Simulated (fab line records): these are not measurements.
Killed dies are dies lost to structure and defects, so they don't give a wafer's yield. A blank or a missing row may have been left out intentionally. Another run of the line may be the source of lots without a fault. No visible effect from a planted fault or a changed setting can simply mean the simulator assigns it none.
Matching of chambers | flow n5 finfet | ald hk-02 running N5_HKMG_FIN_HK_ALD_01: 4 sister chambers
The step deposits HfO2, target thk 1.6 nm, pulse time 3 s, purge time 3 s. 8 wafers are shown with their chamber, then 7 later ones without.

## WAFERS, EACH WITH ITS CHAMBER
wafer  | chamber | precursor pulse height rel
L079.2 | 1       | 1.005
L082.2 | 1       | 1.003
L082.4 | 2       | 1.020
L082.5 | 0       | 0.999
L083.3 | 2       | 1.031
L083.5 | 3       | 0.995
L085.1 | 0       | 0.997
L085.2 | 3       | 0.999

## WAFERS WITHOUT THEIR CHAMBER
wafer  | precursor pulse height rel
L085.3 | 1.013
L085.4 | 0.990
L085.5 | 1.020
L085.6 | 1.006
L092.1 | 0.997
L092.2 | 0.981
L092.3 | 1.042

## THE CHAMBER EACH PASSED THROUGH
wafer  | from the rows above               | in truth
L085.3 | can't be placed: 1 or 2 or 0 or 3 | 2
L085.4 | can't be placed: 3 or 0 or 1      | 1
L085.5 | 2                                 | 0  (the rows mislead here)
L085.6 | can't be placed: 1 or 0 or 3      | 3
L092.1 | can't be placed: 3 or 0 or 1      | 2
L092.2 | can't be placed: 3 or 0 or 1      | 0
L092.3 | 2                                 | 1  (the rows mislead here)
Placed correctly: 0 of 7. Unplaceable from these rows: 5, with the true chamber sitting among the candidates in 4. Wrongly placed: 2.
How it was worked out, from the rows above alone: a wafer's distance from a chamber is the root of the sum, over the readings, of the square of ((its reading less the chamber's mean) divided by the reading's scatter). The wafer belongs to the nearest chamber; if the next one is less than 2 further off, it can't be placed. Each chamber's mean is taken over the wafers shown for it. The scatter: the root of (the sum of the squares of (reading less its chamber's mean) over the shown wafers, divided by (wafers less chambers)).
